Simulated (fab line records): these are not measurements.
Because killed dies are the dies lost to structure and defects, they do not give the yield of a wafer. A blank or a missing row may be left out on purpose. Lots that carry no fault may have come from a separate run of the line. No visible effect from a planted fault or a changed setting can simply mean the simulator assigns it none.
fab line records    flow n5Finfet
record lots=4  wafers=12  lastDay=22
route steps=1938 shown BEOL_M2@879 BEOL_M4@1111 PASSIVATION@1936
lots that met no fault: taken from a fault-free run of the same line
startH: start of the lot's first displayed wafer, in hours after the record's first day    waitH: hours since the lot's step before    " identical to the entry in the row above    L1.1+2: a single row standing in for several wafers    - either no value or no given start    * or withheld: withheld    < > ~ a bound
route shown NAME@n: NAME is a module with steps in the file, n the number in the route of the first one    usual: the fault-free wafers' mean and standard deviation    same: alike in all rows    chamber/n: place in a boat    sites: per-site readings    _std_site: standard deviation across them    _edge_site: mean of outer sites minus mean of inner sites    radiusMm: for every site, how far away it sits from the centre of the wafer    mask NAME#n: copy n    behind: the tool/chamber that last shaped the wafer    hold: reason for holding the lot/hours on hold/outcome of the hold    device: transistor that didn't switch, given as n, p or np    end of line: tests run on the same wafers once the route is complete    a step with no rows: only its recipe    killed: at the first sort, the dies lost to defects and structure; wafer yield is something else    map: a wafer's dies, marking killed ones x, the rest . and places with no die _
set.NAME: the setting that was run; set.NAME@STEP: the one run at that earlier step    model.NAME: the simulator's own value behind a step, which no gauge read
lots at selected steps of the route; one table per step, one row per wafer
services: when a tool's chamber went out of use (startH, in hours from the record's first day, below 0 if earlier), for how many hours, and the reason
## steps
# step N5_BEOL_M2_DESCUM_33
# recipe chemistry=O2  timeS=7  sourcePowerW=50  biasPowerW=20  pressureMtorr=20  rfFrequencyHz=2.712e+07  tempC=40  resist=CAR-EUV  o2FlowSccm=225
# step N5_BEOL_M2_ETCH_77
# recipe chemistry=N2/H2  target=underlayer  targetDepthA=65  maskMaterial=CAR-EUV  timeS=5.2  ionEnergyEv=200  pressureMtorr=30  sourceW=840  biasW=150  n2FlowSccm=200  h2FlowSccm=200  ends=cleared
# step N5_BEOL_M2_ETCH_69
# recipe chemistry=CF4  target=SiARC  targetDepthA=156  maskMaterial=CAR-EUV  timeS=26  ionEnergyEv=80  pressureMtorr=40  sourceW=545  biasW=36  Ar_flow_sccm=100  cf4FlowSccm=100  ends=cleared
# step N5_BEOL_M2_ALD_98
# recipe material=SiO2  targetThkA=25  tempC=100  aldPrecursorFamily=BDEAS  aldCoReactant=O2-plasma  pulseTimeS=1  coReactantPulseTimeS=1  purgeTimeS=2  coReactantPurgeTimeS=2  aldCycles=17  pressureTorr=2
# step N5_BEOL_M2_ETCHBACK_99
# recipe chemistry=CHF3  target=SiO2  targetDepthA=50  timeS=10.4  sourceW=215  biasW=47  Ar_flow_sccm=200  CHF3_flow_sccm=12  ionEnergyEv=100  pressureMtorr=30
# step N5_BEOL_M2_ETCH_70
# recipe chemistry=N2/H2  target=SOC  targetDepthA=800  overetchA=240  maskMaterial=SiARC  tempC=40  timeS=130  ionEnergyEv=200  pressureMtorr=30  sourceW=840  biasW=150  n2FlowSccm=200  h2FlowSccm=200
# step N5_BEOL_M2_STRIP_71
# recipe chemistry=N2/H2  tempC=40  n2FlowSccm=200  h2FlowSccm=200  rfFrequencyHz=6e+07
# step N5_BEOL_M2_STRIP_78
# recipe chemistry=N2/H2  tempC=40  n2FlowSccm=200  h2FlowSccm=200  rfFrequencyHz=6e+07
# step N5_BEOL_M2_VIA_ETCH_34
# recipe chemistry=C4F6/O2  targetDepthA=694  maskMaterial=SOC  pressureMtorr=15  ionEnergyEv=250  taperDeg=4  timeS=65.9  sourceW=350  biasW=170  Ar_flow_sccm=300  C4F6_flow_sccm=10  O2_flow_sccm=10
# step N5_BEOL_M2_STRIP_83
# recipe chemistry=C4F6/O2  resist=SiARC  rfFrequencyHz=6e+07
# step N5_BEOL_M2_STRIP_36
# recipe chemistry=N2/H2  powerW=450  tempC=40  pressureMtorr=20  rfFrequencyHz=6e+07  overashFraction=0.3  biasPowerW=7  h2Frac=0.5  n2FlowSccm=200  h2FlowSccm=200
# step N5_BEOL_M2_TRENCH_ETCH_37
# recipe chemistry=C4F6/O2  targetDepthA=555.55  target=SiOC  timeS=29.2  ionEnergyEv=250  pressureMtorr=30  sourceW=355  biasW=185  Ar_flow_sccm=300  C4F6_flow_sccm=10  O2_flow_sccm=10
# usual biasW=184.9/0.58  drypumpMotorCurrentA=5.8/0.44  oes_ar_750_au=0.79/0.074  oesProductAu=0.80/0.078  rfVppV=675/17  showerheadPlenumPTorr=2.86/0.096  throttleValvePct=20.85/0.19
# same timeS=29.2
lot.wafer  tool        chamber  startH  waitH  biasW  drypumpMotorCurrentA  oes_ar_750_au  oesProductAu  rfHoursCounterH  rfVppV  showerheadPlenumPTorr  throttleValvePct  model.etch.depthNm  model.BEOL_M2.featureDepthNm  model.TiN_of_BEOL_M2_HM_DEP_02.thkNm
L793.2     rieDiel-02  2        277.63  -      183.6  5.7                   0.88           0.88          37               670     2.90                   20.93             55.9                55.8                          17.8
L793.5     "           3        "       "      184.7  5.2                   0.85           0.85          -                694     2.90                   20.87             55.76               55.8                          17.8
L793.6     "           2        "       "      183.1  5.7                   0.87           0.89          -                671     2.90                   20.94             56.56               56.6                          17.8
L799.1     rieDiel-02  1        308.41  -      185.3  6.1                   0.77           0.53          105              682     2.97                   20.48             26.45               26.4                          18.8
L799.3     "           3        "       "      186.0  5.2                   0.84           0.58          60               693     2.90                   20.81             28.16               28.2                          18.6
L799.6     "           2        "       "      185.5  5.7                   0.85           0.87          -                672     2.89                   20.94             56.41               56.4                          17.6
L800.1     rieDiel-03  1        312.02  -      184.8  5.4                   0.73           0.73          208              666     2.93                   20.63             56.72               56.8                          17.8
L800.3     "           0        "       "      185.3  6.1                   0.70           0.69          195              688     2.81                   21.03             53.77               53.8                          17.8
L800.4     "           2        "       "      185.8  5.9                   0.70           0.70          237              648     2.71                   20.83             54.88               54.8                          17.8
L801.1     rieDiel-02  2        324.27  -      185.5  5.7                   0.86           0.59          54               672     2.89                   20.90             28.46               28.4                          18.8
L801.3     "           1        "       "      184.2  6.1                   0.77           0.53          111              681     2.97                   20.48             26.7                26.6                          18.8
L801.6     "           1        "       "      184.1  6.1                   0.76           0.76          -                681     2.97                   20.57             53.57               53.6                          17.6
# step N5_BEOL_M2_ETCH_41
# recipe chemistry=CH3F/O2  target=SiCN  targetDepthA=299  taperDeg=2  timeS=52.5  ionEnergyEv=120  maskMaterial=TiN  pressureMtorr=30  sourceW=395  biasW=75  Ar_flow_sccm=150  CH3F_flow_sccm=30  O2_flow_sccm=20
# step N5_BEOL_M2_STRIP_97
# recipe chemistry=N2/H2  timeS=10  powerW=450  tempC=40  pressureMtorr=20  rfFrequencyHz=6e+07  biasPowerW=7  n2FlowSccm=200  h2FlowSccm=200
# step N5_BEOL_M2_OCD_MEAS_38
# usual trenchDepthNm=55.3/1.4
lot.wafer  tool    chamber  startH  waitH  trenchDepthNm
L793.2     ocd-01  -        277.79  -      55.6
L793.5     "       -        "       "      55.7
L793.6     "       -        "       "      56.6
L799.1     ocd-02  -        308.56  -      26.0
L799.3     "       -        "       "      28.1
L799.6     "       -        "       "      56.2
L800.1     ocd-01  -        312.17  -      56.8
L800.3     "       -        "       "      53.6
L800.4     "       -        "       "      55.1
L801.1     ocd-01  -        324.42  -      29.0
L801.3     "       -        "       "      26.5
L801.6     "       -        "       "      53.5
# step N5_BEOL_M2_HM_STRIP_39
# recipe chemistry=peroxideTinStrip  material=TiN  targetDepthA=250  tempC=50  timeS=158
# step N5_BEOL_M2_SRD_40
# recipe timeS=30  tempC=23  rinseLiquid=diw  dry=ipaMarangoni
# step N5_BEOL_M2_PRECLEAN_42
# recipe chemistry=residueRemover  timeS=60  tempC=40
# step N5_BEOL_M2_SRD_43
# recipe timeS=30  tempC=23  rinseLiquid=diw  dry=ipaMarangoni
# step N5_BEOL_M2_DEGAS_44
# recipe ambient=vacuum  tempC=250  timeS=60
# step N5_BEOL_M2_PRE_CLEAN_45
# recipe gas=H2/He  timeS=30  tempC=250
# step N5_BEOL_M2_ALD_84
# recipe material=TaN  targetThkA=*  tempC=275  aldPrecursorFamily=PDMAT  aldCoReactant=NH3  pressureTorr=3  carrierFlowSccm=1500  pulseTimeS=2  purgeTimeS=3  coReactantPurgeTimeS=2  coReactantPulseTimeS=3  aldCycles=30  precursorVesselTempC=75  precursorVesselPressureTorr=26.25  precursorVesselCarrierSccm=1000
# step N5_BEOL_M2_SURFACE_TREAT_85
# recipe gas=Ar  timeS=*  ionEnergyEv=*  ionCurrentMaCm2=0.5  pressureMtorr=*  arFlowSccm=30
# step N5_BEOL_M2_CVD_47
# recipe material=Co  targetThkA=30  tempC=withheld  precursor=CCTBA/H2  pressureTorr=30  timeS=223.8
# step N5_BEOL_M2_SPUTTER_48
# recipe material=Cu  targetThkA=45  tempC=-20  chamberPressurePa=0.07  powerW=withheld  timeS=8.29
# step N5_BEOL_M2_ANNEAL_49
# recipe tempC=400  timeS=240  ambient=vacuum
# step N5_BEOL_M2_SPUTTER_79
# recipe material=Cu  targetThkA=45  tempC=-20  chamberPressurePa=0.07  powerW=withheld  timeS=8.29
# step N5_BEOL_M2_ANNEAL_80
# recipe tempC=400  timeS=240  ambient=vacuum
# step N5_BEOL_M2_SPUTTER_81
# recipe material=Cu  targetThkA=45  tempC=-20  chamberPressurePa=0.07  powerW=withheld  timeS=8.29
# step N5_BEOL_M2_ANNEAL_82
# recipe tempC=400  timeS=240  ambient=vacuum
# step N5_BEOL_M2_SPUTTER_86
# recipe material=Cu  targetThkA=45  tempC=-20  chamberPressurePa=0.07  powerW=withheld  timeS=8.29
# step N5_BEOL_M2_ANNEAL_87
# recipe tempC=400  timeS=240  ambient=vacuum
# step N5_BEOL_M2_SPUTTER_88
# recipe material=Cu  targetThkA=45  tempC=-20  chamberPressurePa=0.07  powerW=withheld  timeS=8.29
# step N5_BEOL_M2_ANNEAL_89
# recipe tempC=400  timeS=240  ambient=vacuum
# step N5_BEOL_M2_SPUTTER_90
# recipe material=Cu  targetThkA=45  tempC=-20  chamberPressurePa=0.07  powerW=withheld  timeS=8.29
# step N5_BEOL_M2_ANNEAL_91
# recipe tempC=400  timeS=240  ambient=vacuum
# step N5_BEOL_M2_SPUTTER_92
# recipe material=Cu  targetThkA=45  tempC=-20  chamberPressurePa=0.07  powerW=withheld  timeS=8.29
# step N5_BEOL_M2_ANNEAL_93
# recipe tempC=400  timeS=240  ambient=vacuum
# step N5_BEOL_M2_SPUTTER_94
# recipe material=Cu  targetThkA=45  tempC=-20  chamberPressurePa=0.07  powerW=withheld  timeS=8.29
# step N5_BEOL_M2_ANNEAL_95
# recipe tempC=400  timeS=240  ambient=vacuum
# step N5_BEOL_M2_CMP_52
# recipe stopOn=SiOC  tOverpolishS=6.8  downForcePsi=1  platenRpm=50  clearingPlatenDownForcePsi=1.5  clearingPlatenRpm=50  postCmpClean=cuAlkaline  targetThkNm=40  clearingPlatenPadVelocityMS=0.99484  padVelocityMS=0.99484
# usual motorCurrentA=5.9/0.37  slurryFilterDpKPa=13.49/0.14  slurryFlowMlMin=150.0/0.48
lot.wafer  tool    chamber  startH  waitH  motorCurrentA  slurryFilterDpKPa  slurryFlowMlMin  model.Cu_of_BEOL_M2_ECD_50.thkNm
L793.2     cmp-01  0        283.24  0.3    6.0            13.45              150.0            42
L793.6     "       1        "       "      6.3            13.32              150.0            41.6
L793.5     "       2        "       "      5.2            13.46              149.5            42.8
L799.3     cmp-01  1        312.00  0.2    6.4            13.53              149.8            11
L799.1     "       0        "       "      5.7            13.31              149.9            10.2
L799.6     "       2        "       "      5.4            13.47              149.5            41
L800.4     cmp-03  0        315.87  0.2    5.4            13.55              149.4            38.2
L800.3     "       1        "       "      5.6            13.31              149.7            38.2
L800.1     "       2        "       "      6.1            13.24              150.1            40.6
L801.1     cmp-01  2        327.69  0.3    5.4            13.20              151.0            14
L801.3     "       1        "       "      6.4            13.54              150.5            9.2
L801.6     "       3        "       "      6.3            13.46              150.4            40.6
# step N5_BEOL_M2_THK_MEAS_53
# recipe thkMeasGauge=xrf  reads=Cu_of_BEOL_M2_ECD_50
# usual M2_THK=39.4/1.9
lot.wafer  tool          chamber  startH  waitH  M2_THK[nm]
L793.2     filmMetro-02  -        283.42  -      41.2
L793.5     "             -        "       "      42.2
L793.6     "             -        "       "      41.1
L799.1     filmMetro-02  -        312.29  -      9.9
L799.3     "             -        "       "      10.5
L799.6     "             -        "       "      39.8
L800.1     filmMetro-01  -        316.12  -      40.0
L800.3     "             -        "       "      37.8
L800.4     "             -        "       "      38.0
L801.1     filmMetro-01  -        327.99  -      13.9
L801.3     "             -        "       "      9.0
L801.6     "             -        "       "      40.1
# step N5_BEOL_M2_RS_MEAS_58
# recipe thkMeasGauge=four-point-probe  reads=Co_of_BEOL_M2_CO_CAP_55+Cu_of_BEOL_M2_ECD_50+Co_of_BEOL_M2_CVD_47+TaN_of_BEOL_M2_ALD_84
# usual M2_RS=0.67/0.042
lot.wafer  tool          chamber  startH  waitH  M2_RS[ohm/sq]
L793.2     filmMetro-01  -        283.68  0.1    0.63
L793.5     "             -        "       "      0.61
L793.6     "             -        "       "      0.63
L799.1     filmMetro-02  -        312.55  0.0    4.39
L799.3     "             -        "       "      4.00
L799.6     "             -        "       "      0.65
L800.1     filmMetro-02  -        316.54  0.1    0.65
L800.3     "             -        "       "      0.71
L800.4     "             -        "       "      0.71
L801.1     filmMetro-02  -        328.25  0.0    2.79
L801.3     "             -        "       "      5.18
L801.6     "             -        "       "      0.65
# step N5_BEOL_M4_RC_MEAS_101
# usual DIBL_N=35.8/1.6  DIBL_P=35.6/2  IOFF_N=0.15/0.031  IOFF_P=0.20/0.033  ION_N=668/12  ION_P=459/6.8  SS_N=71.4/0.53  SS_P=73.1/0.63  VT_N=250/3.5  VT_P=-251/3
lot.wafer  tool       chamber  startH  waitH  DIBL_N[mV/V]  DIBL_P[mV/V]  IOFF_N[nA/um]  IOFF_P[nA/um]  ION_N[uA/um]  ION_P[uA/um]  SS_N[mV/dec]  SS_P[mV/dec]  VT_N[mV]  VT_P[mV]
L793.2     prober-01  0        382.87  0.2    36.1          36.5          0.17           0.21           677           460           71.8          73.2          248       -251
L793.5     "          0        "       "      34.4          34.0          0.14           0.17           669           455           71.3          72.7          248       -252
L793.6     "          0        "       "      36.2          36.5          0.17           0.20           685           461           71.8          73.3          246       -251
L801.6     prober-01  0        400.14  0.8    35.1          34.3          0.14           0.18           651           446           71.1          73.1          253       -251
L800.1     prober-01  0        404.36  0.0    36.9          35.6          0.16           0.20           670           464           71.4          72.8          250       -251
L800.3     "          0        "       "      35.6          33.8          0.13           0.18           666           457           71.0          73.4          252       -255
L800.4     "          0        "       "      34.4          32.7          0.12           0.16           667           460           70.5          72.5          254       -253
L799.6     prober-01  0        415.11  0.8    38.0          38.3          0.20           0.27           681           472           72.1          74.8          245       -245
# step N5_PASSIVATION_PROBE_49
# usual defectLimitedYield=90.7/1.5  killed_at_M0_to_M3=38/11  killed_at_M4_up=15/5.5  killedAtContacts=12/6  killedAtFrontEnd=41/11  killedAtOther=3.5/2.7  killedDies=110/18  killedOnRim=15/3.6  killedOpen=72/13  killedShort=35/8.7  sort_bin_5_function=5.5/1.1  sort_bin_6_memory=3.4/0.63  sortNPass=1070/18  sortYieldPct=90.7/1.5
# same grossDies=1180  killedAtBackSide=0  sort_bin_4_leakage[%]=0  sort_bin_8_speed[%]=0
lot.wafer  tool       chamber  startH  waitH  defectLimitedYield[%]  killed_at_M0_to_M3  killed_at_M4_up  killedAtContacts  killedAtFrontEnd  killedAtOther  killedDies  killedOnRim  killedOpen  killedShort  sort_bin_5_function[%]  sort_bin_6_memory[%]  sortNPass  sortYieldPct[%]
L801.1     prober-02  -        519.79  0.5    1.8                    1100                14               9                 35                1              1159        142          67          25           95.3                    2.7                   21         1.8
L801.3     prober-02  -        519.89  0.6    0                      1128                14               6                 28                4              1180        152          50          24           96.8                    2.9                   0          0
L801.6     prober-02  -        520.04  0.7    91.3                   21                  19               12                49                2              103         10           71          20           4.6                     3.2                   1077       91.3
L799.1     prober-02  -        537.18  0.0    0                      1110                22               8                 31                9              1180        152          65          34           96.7                    2.8                   0          0
L799.3     prober-02  -        537.28  0.1    0                      1107                12               5                 48                8              1180        152          69          33           96.0                    3.6                   0          0
L799.6     prober-02  -        537.43  0.3    91.5                   25                  14               4                 51                6              100         10           72          28           4.3                     3.9                   1080       91.5
# killed by level:class
L801.1 BEOL_M2:areaEcd=1064 BEOL_M3:geometricParticle:open=10 MOL_CONTACT_COAG:geometricParticle:open=9 DUMMY_GATE:geometricParticle:open=6 FIN_SAQP:geometricParticle:open=5 STI_FIN_REVEAL:geometricParticle:open=5 BEOL_M2:geometricParticle:open=5 BEOL_M0_SAQP:geometricParticle:short=5
L801.3 BEOL_M2:areaEcd=1105 FIN_SAQP:geometricParticle:short=7 BEOL_M1:geometricParticle:open=7 MOL_CONTACT_COAG:geometricParticle:open=6 BEOL_M4:geometricParticle:open=5 FIN_SAQP:geometricParticle:open=4 BEOL_M1:geometricParticle:short=4 BEOL_M3:geometricParticle:open=4
L801.6 FIN_SAQP:geometricParticle:open=13 MOL_CONTACT_COAG:geometricParticle:open=11 BEOL_M4:geometricParticle:open=9 HKMG_FIN:areaEtch=9 GATE_CUT:geometricParticle:open=8 FIN_SAQP:geometricParticle:short=6 DUMMY_GATE:geometricParticle:open=4 BEOL_M1:geometricParticle:open=4
L799.1 BEOL_M2:areaEcd=1081 BEOL_M4:geometricParticle:open=11 FIN_SAQP:geometricParticle:short=8 MOL_CONTACT_COAG:geometricParticle:open=8 BEOL_M2:geometricParticle:open=6 FIN_SAQP:geometricParticle:open=5 BEOL_M3:geometricParticle:open=5 BEOL_M0_SAQP:geometricParticle:open=5
L799.3 BEOL_M2:areaEcd=1078 STI_FIN_REVEAL:geometricParticle:open=13 FIN_SAQP:geometricParticle:open=7 BEOL_M1:geometricParticle:open=6 BEOL_M3:geometricParticle:open=6 DUMMY_GATE:geometricParticle:open=5 GATE_CUT:geometricParticle:short=5 BEOL_M0_SAQP:geometricParticle:short=5
L799.6 FIN_SAQP:geometricParticle:open=15 FIN_SAQP:geometricParticle:short=10 STI_FIN_REVEAL:geometricParticle:open=10 BEOL_M4:geometricParticle:open=9 DUMMY_GATE:geometricParticle:open=7 BEOL_M2:geometricParticle:open=7 BEOL_M1:geometricParticle:open=5 BEOL_M3:geometricParticle:open=4
# map L799.1 (x killed, . not)
_________________xxxxxxxxxxxx________________
______________xxxxxxxxxxxxxxxxxx_____________
___________xxxxxxxxxxxxxxxxxxxxxxxx__________
__________xxxxxxxxxxxxxxxxxxxxxxxxxx_________
________xxxxxxxxxxxxxxxxxxxxxxxxxxxxxx_______
_______xxxxxxxxxxxxxxxxxxxxxxxxxxxxxxxx______
______xxxxxxxxxxxxxxxxxxxxxxxxxxxxxxxxxx_____
_____xxxxxxxxxxxxxxxxxxxxxxxxxxxxxxxxxxxx____
____xxxxxxxxxxxxxxxxxxxxxxxxxxxxxxxxxxxxxx___
___xxxxxxxxxxxxxxxxxxxxxxxxxxxxxxxxxxxxxxxx__
___xxxxxxxxxxxxxxxxxxxxxxxxxxxxxxxxxxxxxxxx__
__xxxxxxxxxxxxxxxxxxxxxxxxxxxxxxxxxxxxxxxxxx_
__xxxxxxxxxxxxxxxxxxxxxxxxxxxxxxxxxxxxxxxxxx_
_xxxxxxxxxxxxxxxxxxxxxxxxxxxxxxxxxxxxxxxxxxxx
_xxxxxxxxxxxxxxxxxxxxxxxxxxxxxxxxxxxxxxxxxxxx
_xxxxxxxxxxxxxxxxxxxxxxxxxxxxxxxxxxxxxxxxxxxx
_xxxxxxxxxxxxxxxxxxxxxxxxxxxxxxxxxxxxxxxxxxxx
_xxxxxxxxxxxxxxxxxxxxxxxxxxxxxxxxxxxxxxxxxxxx
_xxxxxxxxxxxxxxxxxxxxxxxxxxxxxxxxxxxxxxxxxxxx
_xxxxxxxxxxxxxxxxxxxxxxxxxxxxxxxxxxxxxxxxxxxx
_xxxxxxxxxxxxxxxxxxxxxxxxxxxxxxxxxxxxxxxxxxxx
__xxxxxxxxxxxxxxxxxxxxxxxxxxxxxxxxxxxxxxxxxx_
__xxxxxxxxxxxxxxxxxxxxxxxxxxxxxxxxxxxxxxxxxx_
___xxxxxxxxxxxxxxxxxxxxxxxxxxxxxxxxxxxxxxxx__
___xxxxxxxxxxxxxxxxxxxxxxxxxxxxxxxxxxxxxxxx__
____xxxxxxxxxxxxxxxxxxxxxxxxxxxxxxxxxxxxxx___
_____xxxxxxxxxxxxxxxxxxxxxxxxxxxxxxxxxxxx____
______xxxxxxxxxxxxxxxxxxxxxxxxxxxxxxxxxx_____
_______xxxxxxxxxxxxxxxxxxxxxxxxxxxxxxxx______
________xxxxxxxxxxxxxxxxxxxxxxxxxxxxxx_______
__________xxxxxxxxxxxxxxxxxxxxxxxxxx_________
___________xxxxxxxxxxxxxxxxxxxxxxxx__________
______________xxxxxxxxxxxxxxxxxx_____________
_________________xxxxxxxxxxxx________________
# map L801.3 (x killed, . not)
_________________xxxxxxxxxxxx________________
______________xxxxxxxxxxxxxxxxxx_____________
___________xxxxxxxxxxxxxxxxxxxxxxxx__________
__________xxxxxxxxxxxxxxxxxxxxxxxxxx_________
________xxxxxxxxxxxxxxxxxxxxxxxxxxxxxx_______
_______xxxxxxxxxxxxxxxxxxxxxxxxxxxxxxxx______
______xxxxxxxxxxxxxxxxxxxxxxxxxxxxxxxxxx_____
_____xxxxxxxxxxxxxxxxxxxxxxxxxxxxxxxxxxxx____
____xxxxxxxxxxxxxxxxxxxxxxxxxxxxxxxxxxxxxx___
___xxxxxxxxxxxxxxxxxxxxxxxxxxxxxxxxxxxxxxxx__
___xxxxxxxxxxxxxxxxxxxxxxxxxxxxxxxxxxxxxxxx__
__xxxxxxxxxxxxxxxxxxxxxxxxxxxxxxxxxxxxxxxxxx_
__xxxxxxxxxxxxxxxxxxxxxxxxxxxxxxxxxxxxxxxxxx_
_xxxxxxxxxxxxxxxxxxxxxxxxxxxxxxxxxxxxxxxxxxxx
_xxxxxxxxxxxxxxxxxxxxxxxxxxxxxxxxxxxxxxxxxxxx
_xxxxxxxxxxxxxxxxxxxxxxxxxxxxxxxxxxxxxxxxxxxx
_xxxxxxxxxxxxxxxxxxxxxxxxxxxxxxxxxxxxxxxxxxxx
_xxxxxxxxxxxxxxxxxxxxxxxxxxxxxxxxxxxxxxxxxxxx
_xxxxxxxxxxxxxxxxxxxxxxxxxxxxxxxxxxxxxxxxxxxx
_xxxxxxxxxxxxxxxxxxxxxxxxxxxxxxxxxxxxxxxxxxxx
_xxxxxxxxxxxxxxxxxxxxxxxxxxxxxxxxxxxxxxxxxxxx
__xxxxxxxxxxxxxxxxxxxxxxxxxxxxxxxxxxxxxxxxxx_
__xxxxxxxxxxxxxxxxxxxxxxxxxxxxxxxxxxxxxxxxxx_
___xxxxxxxxxxxxxxxxxxxxxxxxxxxxxxxxxxxxxxxx__
___xxxxxxxxxxxxxxxxxxxxxxxxxxxxxxxxxxxxxxxx__
____xxxxxxxxxxxxxxxxxxxxxxxxxxxxxxxxxxxxxx___
_____xxxxxxxxxxxxxxxxxxxxxxxxxxxxxxxxxxxx____
______xxxxxxxxxxxxxxxxxxxxxxxxxxxxxxxxxx_____
_______xxxxxxxxxxxxxxxxxxxxxxxxxxxxxxxx______
________xxxxxxxxxxxxxxxxxxxxxxxxxxxxxx_______
__________xxxxxxxxxxxxxxxxxxxxxxxxxx_________
___________xxxxxxxxxxxxxxxxxxxxxxxx__________
______________xxxxxxxxxxxxxxxxxx_____________
_________________xxxxxxxxxxxx________________
## services
tool        chamber  startH  hours  kind
rieDiel-03  3        265.72  -      clean
rieDiel-03  3        265.72  -      consumableReplace:focusRing
rieDiel-03  3        265.72  -      consumableReplace:showerhead
rieDiel-03  3        265.72  20.1   scheduledDown
rieDiel-03  3        265.72  20.1   ventCycle
cmp-03      -        289.87  4.0    pm
cmp-01      -        293.02  1.9    repair
cmp-03      -        293.87  -      consumableReplace:conditioner
cmp-03      -        293.87  -      consumableReplace:pad
rieDiel-03  -        317.07  1.1    repair
cmp-03      -        318.71  0.9    repair
cmp-03      -        320.50  8.9    repair
rieDiel-02  -        322.47  0.1    repair
## key
firstSign step=N5_BEOL_M2_TRENCH_ETCH_37  reading=oesProductAu  direction=down  sigmas=3.1  usual=0.80  struck=0.56
effect step=N5_BEOL_M2_OCD_MEAS_38  reading=trenchDepthNm  direction=down  sigmas=19  usual=55.3  struck=27.4
effect step=N5_BEOL_M2_THK_MEAS_53  reading=M2_THK  direction=down  sigmas=15  usual=39.4  struck=10.9
effect step=N5_BEOL_M2_RS_MEAS_58  reading=M2_RS  direction=up  sigmas=82  usual=0.67  struck=4.09
effect step=N5_PASSIVATION_PROBE_49  reading=killed_at_M0_to_M3  direction=up  sigmas=99+  usual=38  struck=1111
modelEffect step=N5_BEOL_M2_TRENCH_ETCH_37  value=etch.depthNm  without=54.86  struck=27.44
modelEffect step=N5_BEOL_M2_CMP_52  value=Cu_of_BEOL_M2_ECD_50.thkNm  without=38.45  struck=11.1
moreKillsBornAt N5_BEOL_M2_ECD_50@ecdCu-02=2169  N5_BEOL_M2_ECD_50@ecdCu-01=2159
metAt N5_BEOL_M2_TRENCH_ETCH_37
struckWafers L799.1,L799.3,L801.1,L801.3
laterRowsLeftOut L799.1,L799.3,L801.1,L801.3
onsetBetween 277.63 308.41
fault kind=processParameterDrift  tool=rieDiel-02  chamber=-  onsetH=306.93  steps=N5_BEOL_M2_TRENCH_ETCH_37  channel=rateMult  offset=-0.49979  shape=step  endH=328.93  scope=struckWafersOnly
# laterRowsLeftOut: the simulator's readings of these wafers behind a module that went badly wrong aren't trusted and aren't shown, but for the sort
